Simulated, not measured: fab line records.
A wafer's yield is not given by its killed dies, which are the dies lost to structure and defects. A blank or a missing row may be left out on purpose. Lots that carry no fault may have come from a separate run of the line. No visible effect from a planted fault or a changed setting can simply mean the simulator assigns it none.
8D (eight disciplines) problem report, filled in by code ; flow n5Finfet ; the parts of the form that need people (team, actions taken, sign-off) are left out

1. THE PROBLEM
Mean M15_THK at N5_BEOL_M15_THK_MEAS_50: 1254 nm over 2 wafers in 2 lots; fault-free wafers: 855 nm, standard deviation 14. Measured from the usual mean, that is +28 standard deviations.
The step: measures by xrf.
First observed at day 16 10:44: wafer L409.3, on filmMetro-01. The record holds 28 wafers of 10 lots with a number at this step. Rule for "out" (also "out of limits"): further than 4 standard deviations from the usual mean. All remaining wafers that have a number are taken as sound.

2. WHAT IT IS, AND WHAT IT ISN'T
question;is;is not
which readings at this step;M15_THK;-
which lots;L409, L412;L398, L403, L404, L408, L413, L415, L416, L417
which wafers of those lots;L409.3, L412.5;L409.4, L412.4
read on which gauges;filmMetro-01;filmMetro-02
when;from day 16 10:44;"up to then (13 sound wafers); but 13 sound wafers of L412, L413, L415, L416, L417 came after"

3. SUSPECTS, AND WHAT RULES EACH OUT
Counting: a tool at a process step up to the reading stays a suspect if it ran every lot that is out. Sound lots after the first of them don't rule it out here, since some wafers of a struck lot are sound.
- the gauge at N5_BEOL_M15_THK_MEAS_50: kept. All the wafers that are out were read on filmMetro-01, and no step on other tools shows them out.
- rieDiel-02 at N5_BEOL_M15_TRENCH_ETCH_34 (etches SiO2 in C4F8/O2/Ar, target depth 872.93 nm, time 199 s): kept. It processed each lot that is out (first: L409, day 16 07:27); up to then, its last sound lot is L404 (day 15 00:29).
- Within rieDiel-02 at N5_BEOL_M15_TRENCH_ETCH_34: the wafers that are out ran in chambers 1, 2; their sound lot-mates ran in chamber 0.
What counting leaves: rieDiel-02 at N5_BEOL_M15_TRENCH_ETCH_34 and filmMetro-01 at N5_BEOL_M15_THK_MEAS_50.

4. THE CAUSE (what the simulator had put in)
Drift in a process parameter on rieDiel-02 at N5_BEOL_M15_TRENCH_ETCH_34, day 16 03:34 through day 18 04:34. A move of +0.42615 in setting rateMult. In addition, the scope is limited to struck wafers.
After counting, 2 suspects remain, this tool included.

5. THE EFFECT CHAIN, in route order
Rows list readings where the struck wafers' mean (over those with a number) sits beyond 3 standard deviations from the usual. Readings are gone through only where the record gives a usual standard deviation; hours: the median, over the lots, of the time from a lot's start at the first step in this table giving one to that lot's start at this step; sigmas: the change measured in usual standard deviations.
hours;step;reading;usual;on struck wafers;change;sigmas
0;N5_BEOL_M15_THK_MEAS_50;M15_THK;855 nm;1254;+398;+28
0;N5_BEOL_M15_RS_MEAS_54;M15_RS;0.0216 ohm/sq;0.0148;-0.0068;-21

6. WHAT WOULD HAVE CAUGHT IT SOONER
7 hours passed between the start of the fault at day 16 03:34 and the first reading out of limits at a measuring or inspecting step in this record, taken at day 16 10:44.
An alarm limit of 4 standard deviations would not have fired on the tool readings at N5_BEOL_M15_TRENCH_ETCH_34 for which the record gives a usual standard deviation, since none of them was out on any struck wafer.
L412, from the lots that are out (2), started N5_BEOL_M15_TRENCH_ETCH_34 on rieDiel-02 later than day 16 10:44. A tool hold placed at that time would have kept it from harm.
